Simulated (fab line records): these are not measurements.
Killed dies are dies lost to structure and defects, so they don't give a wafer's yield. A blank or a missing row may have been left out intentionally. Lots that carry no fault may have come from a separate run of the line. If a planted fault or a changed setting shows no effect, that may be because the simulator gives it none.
A single fault, viewed from 3 desks / flow n5-finfet / each desk has only its own numbers; what lay behind them comes last

== THE TOOL OWNER'S DESK: plasma-asher-02 ==
The tool's own readings at N5_SDB_STRIP_22 (strips in N2/H2): means of the sampled wafers that have a number, for each lot that ran on this tool. Marked OUT: a lot whose mean sits more than 4 standard deviations from the usual mean, which makes it out of limits; the brackets give that distance.
Columns: A = drypump-motor-current-A at N5_SDB_STRIP_22, usual 5.7 A; B = heater-power-w at N5_SDB_STRIP_22, usual 334 W; C = oes-product-au at N5_SDB_STRIP_22, usual 0.715 a.u.; D = strip-time-to-endpoint-s at N5_SDB_STRIP_22, usual 96.2 s
lot=L866; first seen here=day 4 05:04; A=5.4; B=306; C=0.714; D=96.1
lot=L873; first seen here=day 6 02:23; A=5.3; B=309; C=0.717; D=95.9
lot=L874; first seen here=day 6 05:46; A=5.4; B=337; C=0.715; D=96.2
lot=L876; first seen here=day 7 00:52; A=5.4; B=326; C=0.729; D=93.9 (-6.9) OUT
lot=L877; first seen here=day 7 04:53; A=5.4; B=322; C=0.729; D=93.6 (-7.9) OUT
This desk finds L876, L877 out of limits, L876 being first, at day 7 00:52 (strip-time-to-endpoint-s at N5_SDB_STRIP_22). L866, L873, L874 stayed within limits.

== FROM THE METROLOGY DESK ==
What the gauges read, lot by lot, whatever tool the lot ran on: means of the sampled wafers that have a number. Marked OUT: a lot whose mean sits more than 4 standard deviations from the usual mean, which makes it out of limits; the brackets give that distance. It has 10 readings; the 7 that lie furthest out on some lot are the ones shown.
Columns: A = DIBL_N at N5_BEOL_M4_RC_MEAS_101, usual 36.5 mV/V; B = DIBL_P at N5_BEOL_M4_RC_MEAS_101, usual 36.5 mV/V; C = IOFF_N at N5_BEOL_M4_RC_MEAS_101, usual 0.163 nA/um; D = IOFF_P at N5_BEOL_M4_RC_MEAS_101, usual 0.219 nA/um; E = ION_N at N5_BEOL_M4_RC_MEAS_101, usual 675 uA/um; F = SS_N at N5_BEOL_M4_RC_MEAS_101, usual 71.5 mV/dec; G = VT_P at N5_BEOL_M4_RC_MEAS_101, usual -250 mV
lot=L866; first seen here=day 8 15:29; A=36.0; B=37.0; C=0.166; D=0.201; E=672; F=72.1; G=-252
lot=L868; first seen here=day 9 19:38; A=37.6; B=38.2; C=0.190; D=0.226; E=687; F=72.2; G=-250
lot=L874; first seen here=day 10 21:46; A=37.0; B=37.7; C=0.163; D=0.219; E=679; F=71.5; G=-250
lot=L873; first seen here=day 11 00:24; A=37.5; B=36.8; C=0.168; D=0.234; E=680; F=71.4; G=-250
lot=L877; first seen here=day 11 06:36; A=35.6; B=36.9; C=0.166; D=0.262; E=672; F=72.3; G=-245
lot=L876; first seen here=day 11 08:19; A=35.5; B=34.9; C=0.155; D=0.226; E=679; F=71.4; G=-248
lot=L882; first seen here=day 12 19:00; A=38.5; B=39.4; C=0.187; D=0.239; E=684; F=71.7; G=-248
lot=L886; first seen here=day 13 22:22; A=34.7; B=36.4; C=0.149; D=0.210; E=677; F=71.5; G=-249
lot=L887; first seen here=day 14 04:43; A=36.2; B=35.4; C=0.148; D=0.219; E=664; F=72.1; G=-250
Result from this desk: across the 9 lots, nothing is out of limits.

== THE DEFECT DESK ==
Lot by lot, what the route's inspections counted, given as the mean of those sampled wafers with a number. Marked OUT: a lot whose mean sits more than 4 standard deviations from the usual mean, which makes it out of limits; the brackets give that distance.
Columns: A = raw-defect-count at N5_DUMMY_REMOVAL_INSPECT_06, usual 12
lot=L866; first seen here=day 4 09:03; A=11
lot=L868; first seen here=day 4 21:31; A=11
lot=L873; first seen here=day 6 06:13; A=13
lot=L874; first seen here=day 6 09:33; A=10
lot=L876; first seen here=day 7 04:47; A=13
lot=L877; first seen here=day 7 08:46; A=9
lot=L882; first seen here=day 8 10:32; A=8
lot=L886; first seen here=day 9 11:57; A=12
lot=L887; first seen here=day 9 15:44; A=10
Result from this desk: across the 9 lots, nothing is out of limits.

== ALL TOGETHER ==
At day 7 00:52, on L876, L877, the tool owner's desk was in a position to raise an alarm.
Metrology desk: nothing out of limits seen.
Nothing the defect desk looked at was out of limits.
The metrology desk holds a record of L876, L877, inside its limits.
The defect desk has L876, L877 on record, within its limits.
On plasma-asher-02, each named lot ran N5_SDB_STRIP_22.

== WHAT WAS PUT IN BY THE SIMULATOR ==
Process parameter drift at N5_SDB_STRIP_22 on plasma-asher-02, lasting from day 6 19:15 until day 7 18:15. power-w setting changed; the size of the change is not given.
Lots struck among those shown: L876, L877.
Hours from the fault's start to each desk's first reading out of limits: the tool owner's desk, 6.
